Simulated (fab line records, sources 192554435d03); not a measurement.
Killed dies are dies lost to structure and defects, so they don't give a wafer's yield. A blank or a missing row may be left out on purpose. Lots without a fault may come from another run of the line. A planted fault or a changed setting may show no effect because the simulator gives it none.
fab line records | flow n5_finfet
record lots=12 wafers=35 last_day=21
route steps=1938 shown MIM_TOP@1835 MIM_TOP_LITHO@1848 MIM_TOP_ETCH@1853 MIM_BOT_LITHO@1864
lots that met no fault: from a run of the same line without faults
start_h: hours from the record's first day to the start of the lot's first wafer shown | wait_h: hours since the lot's step before | " the same as in the row above | L1.1+2: a row that stands for several wafers | - no value, or no start given | * or withheld: withheld | < > ~ a bound
route shown NAME@n: a module of which the file shows steps, and the number in the route of the first | usual: mean/standard deviation of fault-free wafers | same: alike in all rows | chamber/n: place in a boat | sites: the reading at each site | _std_site: their standard deviation | _edge_site: outer sites' mean less inner sites' | radius_mm: how far each site lies from the wafer's centre | mask NAME#n: copy n | behind: the tool/chamber that last shaped the wafer | hold: why the lot was held/for how many hours/how that ended | device: the transistor (n, p or np) that didn't switch | end of line: the same wafers' tests at the end of the route | a step without rows: its recipe alone | killed: dies lost to structure and defects at the first sort, not the wafer's yield | map: a wafer's dies, x killed, . not, _ none there
set.NAME: the setting as run; set.NAME@STEP: as run at that earlier step | model.NAME: the simulator's own value behind a step, which no gauge read
steps of the route over a sample of lots; a table a step, a row a wafer
services: from which hour (start_h, from the record's first day; less than 0 if before it) a tool's chamber was out of use, for how many hours, and why
## steps
# step N5_MIM_TOP_ALD_01
# recipe material=HfO2 target_thk_a=56 temp_c=withheld ald_precursor_family=Hf-amide ald_co_reactant=O3 pulse_time_s=1 purge_time_s=3 co_reactant_purge_time_s=2 co_reactant_pulse_time_s=3 ald_cycles=62
# usual precursor_pulse_height_rel=0.998/0.02
# same co_reactant_purge_time_s=2 purge_time_s=3
# columns lot.wafer tool chamber start_h wait_h precursor_pulse_height_rel
L857.2 ald_hk-01 2 - - 0.997
L857.5 " 2 " " 0.978
L857.6 " 3 " " 1.010
L855.3 ald_hk-02 3 - - 1.009
L855.4 " 2 " " 1.041
L855.5 " 2 " " 1.005
L856.1 ald_hk-02 3 - - 0.998
L856.4 " 2 " " 0.983
L856.5 " 2 " " 0.998
L858.2 ald_hk-02 3 - - 1.024
L858.6 " 1 " " 0.977
L859.1 ald_hk-01 2 - - 0.974
L859.4 " 0 " " 1.007
L859.6 " 3 " " 1.047
L860.2 ald_hk-02 3 - - 0.976
L860.3 " 2 " " 0.981
L860.4 " 1 " " 0.999
L864.1 ald_hk-01 2 - - 0.993
L864.2 " 3 " " 0.977
L864.5 " 2 " " 1.033
L865.1 ald_hk-03 0 - - 0.979
L865.3 " 1 " " 0.996
L865.5 " 2 " " 0.998
L875.1 ald_hk-01 1 - - 0.995
L875.3 " 0 " " 0.973
L875.4 " 2 " " 0.976
L876.1 ald_hk-03 3 - - 0.998
L876.3 " 2 " " 0.973
L876.6 " 1 " " 1.015
L877.1 ald_hk-02 1 - - 0.993
L877.5 " 0 " " 0.975
L877.6 " 3 " " 1.005
L878.2 ald_hk-03 2 - - 1.028
L878.3 " 3 " " 0.988
L878.6 " 0 " " 1.002
# step N5_MIM_TOP_LITHO_OVL_MEAS_11
# recipe points_per_wafer=44
# usual MIM_TOP_OVL=2/4.5
# columns lot.wafer tool chamber start_h wait_h MIM_TOP_OVL[nm]
L857.2 overlay-02 0 366.61 0.0 3
L857.5 " 0 " " 1
L857.6 " 0 " " -4
L855.3 overlay-01 0 372.73 0.0 8
L855.4 " 0 " " -1
L855.5 " 0 " " 12
L856.1 overlay-01 0 378.38 0.0 4
L856.4 " 0 " " 1
L856.5 " 0 " " 3
L858.2 overlay-02 0 379.55 0.0 -3
L858.6 " 0 " " 1
L859.1 overlay-01 0 379.93 0.0 0
L859.4 " 0 " " 4
L859.6 " 0 " " -1
L860.2 overlay-01 0 393.31 0.0 9
L860.3 " 0 " " 2
L860.4 " 0 " " 8
L864.1 overlay-02 0 397.62 0.0 -2
L864.2 " 0 " " 6
L864.5 " 0 " " 4
L865.1 overlay-02 0 422.36 0.0 5
L865.3 " 0 " " 9
L865.5 " 0 " " 6
L875.1 overlay-01 0 472.42 0.0 7
L875.3 " 0 " " 3
L875.4 " 0 " " 1
L876.1 overlay-01 0 490.01 0.0 2
L876.3 " 0 " " 5
L876.6 " 0 " " 4
L877.1 overlay-01 0 490.26 0.0 -1
L877.5 " 0 " " 8
L877.6 " 0 " " 5
L878.2 overlay-01 0 500.99 0.0 1
L878.3 " 0 " " 4
L878.6 " 0 " " 7
# step N5_MIM_TOP_ETCH_PECVD_03
# recipe material=SiNx target_thk_a=200 temp_c=400 precursor=SiH4/NH3/N2 pressure_torr=1.5 rf_w=300 time_s=17.6
# usual chamber_pressure_Torr=1.500/0.0033 heater_power_outer_w=466/69 heater_power_w=798/130 showerhead_plenum_p_Torr=5.12/0.067 throttle_valve_pct=40.4/1.5 time_s=17.6/0
# columns lot.wafer tool chamber start_h wait_h chamber_pressure_Torr heater_power_outer_w heater_power_w showerhead_plenum_p_Torr throttle_valve_pct time_s
L857.2 pecvd-03 2 367.14 - 1.499 449 783 5.28 38.7 17.6
L857.5 " 1 " " 1.499 380 605 5.11 42.6 17.6
L857.6 " 0 " " 1.500 365 611 5.11 40.9 17.6
L855.3 pecvd-03 1 373.24 - 1.503 396 654 5.11 42.0 17.6
L855.4 " 0 " " 1.500 359 604 5.10 40.4 17.6
L855.5 " 2 " " 1.502 550 888 5.28 38.6 17.6
L856.1 pecvd-04 1 378.76 - 1.496 409 746 5.03 42.2 17.6
L856.4 " 1 " " 1.503 413 722 5.01 42.3 17.6
L856.5 " 0 " " 1.499 477 903 5.09 40.7 17.6
L858.2 pecvd-03 0 380.10 - 1.495 362 618 5.11 40.7 17.6
L858.6 " 2 " " 1.493 428 743 5.28 38.8 17.6
L859.1 pecvd-04 1 380.59 - 1.494 485 799 5.01 42.2 17.6
L859.4 " 0 " " 1.502 505 936 5.08 40.6 17.6
L859.6 " 1 " " 1.497 489 856 5.03 42.2 17.6
L860.2 pecvd-04 1 393.67 - 1.499 508 856 5.01 42.1 17.6
L860.3 " 0 " " 1.496 538 999 5.10 41.0 17.6
L860.4 " 1 " " 1.498 492 844 5.01 42.1 17.6
L864.1 pecvd-04 2 397.97 - 1.501 567 991 5.16 37.8 17.6
L864.2 " 1 " " 1.500 415 717 5.02 42.0 17.6
L864.5 " 1 " " 1.502 403 740 5.02 41.9 17.6
L865.1 pecvd-04 0 422.81 - 1.497 567 1023 5.07 40.9 17.6
L865.3 " 1 " " 1.502 461 773 5.00 42.3 17.6
L865.5 " 2 " " 1.500 544 952 5.16 38.1 17.6
L875.1 pecvd-02 2 473.06 - - - - - - -
L875.3 " 1 " " - - - - - -
L875.4 " 0 " " - - - - - -
L876.1 pecvd-03 0 490.46 - - - - - - -
L876.3 " 2 " " - - - - - -
L876.6 " 1 " " - - - - - -
L877.1 pecvd-04 0 490.61 - 1.499 586 1026 5.06 40.9 17.6
L877.5 " 0 " " 1.504 603 1055 5.07 41.1 17.6
L877.6 " 1 " " 1.501 525 878 5.01 42.1 17.6
L878.2 pecvd-02 0 501.34 - 1.507 443 740 5.15 40.8 17.6
L878.3 " 0 " " 1.502 446 742 5.14 40.8 17.6
L878.6 " 0 " " 1.501 442 746 5.14 40.7 17.6
# step N5_MIM_BOT_LITHO_INSPECT_12
# recipe mode=adi inspect_instrument=macro
# usual raw_defect_count=2.3/1.5
# columns lot.wafer tool chamber start_h wait_h raw_defect_count
L857.2 defect_inspect-02 - 367.55 0.0 2
L857.5 " - " " 4
L857.6 " - " " 6
L855.3 defect_inspect-02 - 373.78 0.0 1
L855.4 " - " " 1
L855.5 " - " " 0
L856.1 defect_inspect-01 - 379.20 0.0 5
L856.4 " - " " 6
L856.5 " - " " 4
L858.2 defect_inspect-01 - 380.64 0.0 3
L858.6 " - " " 3
L859.1 defect_inspect-01 - 381.13 0.0 0
L859.4 " - " " 1
L859.6 " - " " 4
L860.2 defect_inspect-02 - 394.20 0.0 1
L860.3 " - " " 4
L860.4 " - " " 1
L864.1 defect_inspect-01 - 398.51 0.0 2
L864.2 " - " " 3
L864.5 " - " " 3
L865.1 defect_inspect-01 - 423.22 0.0 1
L865.3 " - " " 7
L865.5 " - " " 2
L875.1 defect_inspect-02 - 473.60 0.0 4
L875.3 " - " " 0
L875.4 " - " " 1
L876.1 defect_inspect-02 - 490.87 0.0 1
L876.3 " - " " 5
L876.6 " - " " 2
L877.1 defect_inspect-01 - 491.02 0.0 1
L877.5 " - " " 0
L877.6 " - " " 0
L878.2 defect_inspect-01 - 501.77 0.0 1
L878.3 " - " " 4
L878.6 " - " " 1
## services
# columns tool chamber start_h hours kind
pecvd-04 2 355.79 2.1 scheduled_down
pecvd-02 2 355.98 11.3 repair
pecvd-04 - 364.73 5.5 pm
pecvd-04 2 373.85 5.0 scheduled_down
pecvd-02 1 403.96 - clean
pecvd-02 1 403.96 - consumable_replace:showerhead
pecvd-02 1 403.96 29.0 scheduled_down
pecvd-02 1 403.96 29.0 vent_cycle
pecvd-04 0 414.13 6.0 repair
ald_hk-02 - 416.55 8.7 pm
pecvd-03 2 444.22 19.8 repair
pecvd-04 - 460.11 6.0 pm
ald_hk-02 - 467.72 0.3 repair
pecvd-02 1 486.81 7.4 repair
pecvd-02 0 490.76 2.1 scheduled_down
pecvd-03 - 491.74 1.5 repair
## key
first_sign step=N5_MIM_TOP_ETCH_PECVD_03 reading=tool_record direction=missing
effect none on later readings
met_at N5_MIM_TOP_ETCH_PECVD_03
struck_lots L875,L876
not_acting_at N5_MIM_TOP_ALD_01,N5_MIM_TOP_LITHO_OVL_MEAS_11,N5_MIM_BOT_LITHO_INSPECT_12
onset_between 380.10 473.06
fault kind=skipped_step_whole tool=pecvd-02,pecvd-03 chamber=- onset_h=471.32 steps=N5_MIM_TOP_ETCH_PECVD_03 scope=struck_lots_only
